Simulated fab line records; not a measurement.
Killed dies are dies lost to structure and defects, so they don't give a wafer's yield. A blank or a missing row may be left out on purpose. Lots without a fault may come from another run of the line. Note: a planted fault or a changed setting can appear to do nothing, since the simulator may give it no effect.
Matching of chambers | flow n5-finfet | N5_HKMG_FIN_ALD_74 on ald-hk-01 has 4 sister chambers
The step deposits La2O3, target thk 0.5 nm, pulse time 6 s, co reactant pulse time 1 s. 4 wafers are shown with their chamber, then 7 later ones without.

EACH WAFER AND ITS CHAMBER
wafer  | chamber | heater-power-w (W)
L223.2 | 2       | 261
L223.4 | 3       | 309
L224.2 | 0       | 276
L224.3 | 1       | 310

WAFERS MISSING THEIR CHAMBER
wafer  | heater-power-w (W)
L224.5 | 306
L225.1 | 303
L225.4 | 304
L225.5 | 309
L229.1 | 298
L229.3 | 311
L229.5 | 309

CHAMBER TAKEN BY EACH
wafer  | from the rows above     | in truth
L224.5 | can't be placed: 3 or 1 | 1
L225.1 | can't be placed: 3 or 1 | 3
L225.4 | can't be placed: 3 or 1 | 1
L225.5 | can't be placed: 3 or 1 | 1
L229.1 | can't be placed: 3 or 1 | 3
L229.3 | can't be placed: 1 or 3 | 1
L229.5 | can't be placed: 3 or 1 | 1
0 of 7 placed correctly. From these rows, 7 cannot be placed; in 7 the true chamber is one of the candidates. Number placed wrongly: 0.
How it was worked out, from the rows above alone: a wafer's distance from a chamber is the root of the sum, over the readings, of the square of ((its reading less the chamber's mean) divided by the reading's scatter). If the next closest chamber is less than 2 further off than the closest, the wafer can't be placed; otherwise it belongs to the closest. For every chamber, the mean is computed from those of its wafers that are shown. The scatter: with one shown wafer a chamber, the root of the mean of the squares of how far each hidden wafer lies from its nearest shown one.
